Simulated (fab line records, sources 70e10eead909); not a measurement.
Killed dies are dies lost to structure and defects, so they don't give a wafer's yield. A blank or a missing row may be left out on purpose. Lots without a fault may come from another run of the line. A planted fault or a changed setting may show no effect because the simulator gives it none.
Which tool did it? | flow nand_harc | 12 lots, 36 wafers sampled, at 4 steps of a route of 1302

WHAT THE GAUGES READ, wafer by wafer
NHARC_P_M0_CD_MEAS_16.
lot  | measured     | on        | cd_nm (nm)
L075 | day 6 08:31  | cd_sem-01 | 91.3 90.2 91.1
L077 | day 7 05:57  | cd_sem-01 | 90.5 90.6 90.1
L079 | day 8 01:03  | cd_sem-03 | 88.6 88.7 90.5
L081 | day 9 05:06  | cd_sem-01 | 89.7 91.0 90.6
L083 | day 10 09:16 | cd_sem-02 | 90.9 90.2 91.4
L084 | day 10 17:44 | cd_sem-02 | 90.8 89.4 90.3
L088 | day 12 00:32 | cd_sem-03 | 90.6 90.4 90.8
L089 | day 12 05:44 | cd_sem-01 | 89.8 89.1 89.4
L091 | day 12 23:34 | cd_sem-01 | 88.9 89.3 90.7
L093 | day 13 21:55 | cd_sem-02 | 90.3 89.5 90.0
L095 | day 14 23:06 | cd_sem-01 | 88.4 89.2 88.6
L097 | day 15 12:35 | cd_sem-03 | 88.9 89.2 88.6

WHICH TOOL RAN EACH LOT (tool, then ch and the chambers of the sampled wafers, then the start)
lot  | NHARC_P_GATE_STRIP_75                | NHARC_P_GATE_RTA_64              | NHARC_P_CONTACT_ALD_22
L075 | plasma_asher-02 ch 0, day 5 20:32    | rtp_anneal-01 ch 0, day 6 01:01  | ald_metal-02 ch 0,1, day 6 05:55
L077 | plasma_asher-01 ch 0,1, day 6 17:57  | rtp_anneal-01 ch 0, day 6 22:29  | ald_metal-03 ch 1,2, day 7 03:19
L079 | plasma_asher-01 ch 0,1, day 7 12:50  | rtp_anneal-02 ch 0, day 7 17:22  | ald_metal-04 ch 0,3, day 7 22:13
L081 | plasma_asher-01 ch 0,1, day 8 16:55  | rtp_anneal-01 ch 0, day 8 21:33  | ald_metal-03 ch 0,1,3, day 9 02:20
L083 | plasma_asher-02 ch 0,1, day 9 21:34  | rtp_anneal-01 ch 0, day 10 01:50 | ald_metal-03 ch 1,2,3, day 10 06:40
L084 | plasma_asher-02 ch 0,1, day 10 05:48 | rtp_anneal-01 ch 0, day 10 10:21 | ald_metal-02 ch 0,3, day 10 15:13
L088 | plasma_asher-01 ch 0,1, day 11 12:37 | rtp_anneal-01 ch 0, day 11 17:04 | ald_metal-03 ch 1,3, day 11 22:02
L089 | plasma_asher-01 ch 0,1, day 11 17:47 | rtp_anneal-01 ch 0, day 11 22:07 | ald_metal-03 ch 0,2,3, day 12 02:58
L091 | plasma_asher-01 ch 0,1, day 12 10:42 | rtp_anneal-02 ch 0, day 12 15:03 | ald_metal-02 ch 0,1,2, day 12 20:17
L093 | plasma_asher-01 ch 0,1, day 13 09:51 | rtp_anneal-02 ch 0, day 13 14:11 | ald_metal-03 ch 0,2,3, day 13 19:10
L095 | plasma_asher-02 ch 0,1, day 14 11:11 | rtp_anneal-01 ch 0, day 14 15:35 | ald_metal-03 ch 1,2,3, day 14 20:28
L097 | plasma_asher-02 ch 0,1, day 15 00:13 | rtp_anneal-01 ch 0, day 15 04:53 | ald_metal-03 ch 1,2, day 15 10:06
- NHARC_P_GATE_STRIP_75: strips in O2.
- NHARC_P_GATE_RTA_64: time 1 s.
- NHARC_P_CONTACT_ALD_22: deposits TiN, target thk 3 nm, pulse time 1 s, ald cycles 150.

THE ANSWER, worked out from the rows above alone
Rule: what is usual is taken from the lots themselves. Put in order of their means at a reading, lots are off if they are a third of the lots or fewer, leave a main group of 4 or more, and stand apart from it by a gap of 3 or more times the standard deviation of the main group's means; of several such gaps the widest counts. A main group whose means are all the same, to the digits that the tables above print for the reading, isn't used. A lot without any number at a reading at which 4 lots or more have one is off too. The other lots that the step has rows for count as sound.
No lot is off at any reading shown: from this, nothing can be told.

WHAT THE SIMULATOR HAD PUT IN
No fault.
